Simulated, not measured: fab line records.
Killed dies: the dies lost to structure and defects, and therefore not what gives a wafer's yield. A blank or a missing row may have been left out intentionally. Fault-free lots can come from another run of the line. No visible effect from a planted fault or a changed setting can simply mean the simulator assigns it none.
Problem report, 8D (eight disciplines) form, completed by code    flow n5-finfet    the parts of the form that need people (team, actions taken, sign-off) are left out

## 1. THE ISSUE
Wafers free of any fault read 3013 ohm/sq (standard deviation 23) for RS_PWELL at N5_BEOL_M4_RC_MEAS_101, against a mean of 3928 ohm/sq on 5 wafers of 2 lots. That is +40 standard deviations from the usual mean.
The first sign was on wafer L201.2 at day 10 11:20, on prober-02. At this step, 29 wafers from 10 lots have a number in the record. The rule behind "out" and "out of limits": a value lying over 4 standard deviations away from the usual mean. The rest of the wafers with a number are treated as sound.

## 2. WHAT IT IS, AND WHAT IT ISN'T
question                     is                      is not
which readings at this step  RS_PWELL                DIBL_N, DIBL_P, IOFF_N, IOFF_P, VT_N, VT_P
which lots                   L201, L203              L191, L193, L195, L196, L197, L211, L212, L213
which wafers of those lots   all that have a number  -
read on which gauges         prober-02               prober-01
when                         from day 10 11:20       up to then (15 sound wafers); but 9 sound wafers of L211, L212, L213 came after

## 3. THE SUSPECTS, EACH WITH WHAT RULES IT OUT
Counting: a tool at a process step up to the reading stays a suspect if it ran every lot that is out and no sound lot after the first of them.
- the gauge at N5_BEOL_M4_RC_MEAS_101: ruled out. All the wafers that are out were read on prober-02, but those of them that N5_WELL_APT_IMPLANT_31 has rows for are out there too, on other tools.
- implanter-02 at N5_WELL_APT_IMPLANT_31: ruled out as a lasting fault. Sound lots L212 ran on it after its first lot that is out, L201 (day 4 03:40).
Left after counting: nothing in the record.

## 4. THE CAUSE (what the simulator had put in)
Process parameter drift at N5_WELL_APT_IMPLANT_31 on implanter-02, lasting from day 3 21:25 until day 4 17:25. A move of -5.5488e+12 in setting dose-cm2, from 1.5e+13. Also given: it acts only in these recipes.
Counting ruled it out, wrongly: the rule takes a fault to strike every lot that its tool runs from its start on, and this one did not.

## 5. THE EFFECT CHAIN, in route order
Each row: a reading whose mean over the struck wafers that have a number lies more than 3 standard deviations from the usual. Only readings for which the record gives a usual standard deviation are gone through. hours: the time from each lot's start at the first step in this table that gives one to its start at this step, as a median over the lots. sigmas: the change in usual standard deviations.
hours  step                    reading             usual        on struck wafers  change       sigmas
0      N5_WELL_APT_IMPLANT_31  dose-ions-cm2       1.5001e+13   9.4496e+12        -5.5514e+12  -99 or more
0      N5_WELL_APT_IMPLANT_31  faraday-current-uA  191          121               -70          -18
152    N5_BEOL_M4_RC_MEAS_101  RS_PWELL            3013 ohm/sq  3928              +915         +40
Process steps it contains:
- N5_WELL_APT_IMPLANT_31

## 6. HOW IT WOULD HAVE BEEN CAUGHT EARLIER
158 hours passed between the start of the fault at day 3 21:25 and the first reading out of limits at a measuring or inspecting step in this record, taken at day 10 11:20.
The tool's own readings at N5_WELL_APT_IMPLANT_31 were out on every struck wafer that the step has a row for (dose-ions-cm2, faraday-current-uA): an alarm limit on them would have fired on the first of those.
